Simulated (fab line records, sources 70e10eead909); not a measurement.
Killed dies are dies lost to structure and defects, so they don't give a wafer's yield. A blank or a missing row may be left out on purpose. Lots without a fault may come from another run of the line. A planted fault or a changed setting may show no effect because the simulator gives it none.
Which tool did it? | flow nand_harc | 6 lots, 18 wafers sampled, at 1 step of a route of 1159

WHAT THE GAUGES READ, wafer by wafer
NHARC_P_M1_CD_MEAS_09: target cd 130 nm.
lot  | measured     | on        | cd_nm (nm)
L898 | day 6 10:38  | cd_sem-02 | 131.4 130.6 131.0
L901 | day 7 03:29  | cd_sem-03 | 131.7 131.9 131.2
L906 | day 8 02:32  | cd_sem-03 | 130.5 130.8 130.2
L910 | day 9 13:44  | cd_sem-03 | 131.1 131.0 131.7
L908 | day 9 15:19  | cd_sem-03 | 131.2 130.7 130.5
L916 | day 10 21:14 | cd_sem-03 | 131.5 131.0 131.5

WHICH TOOL RAN EACH LOT (tool, then ch and the chambers of the sampled wafers, then the start)
The record holds no process step before these readings.

THE ANSWER, worked out from the rows above alone
Rule: what is usual is taken from the lots themselves. Put in order of their means at a reading, lots are off if they are a third of the lots or fewer, leave a main group of 4 or more, and stand apart from it by a gap of 3 or more times the standard deviation of the main group's means; of several such gaps the widest counts. A main group whose means are all the same, to the digits that the tables above print for the reading, isn't used. A lot without any number at a reading at which 4 lots or more have one is off too. The other lots that the step has rows for count as sound.
No lot is off at any reading shown: from this, nothing can be told.

WHAT THE SIMULATOR HAD PUT IN
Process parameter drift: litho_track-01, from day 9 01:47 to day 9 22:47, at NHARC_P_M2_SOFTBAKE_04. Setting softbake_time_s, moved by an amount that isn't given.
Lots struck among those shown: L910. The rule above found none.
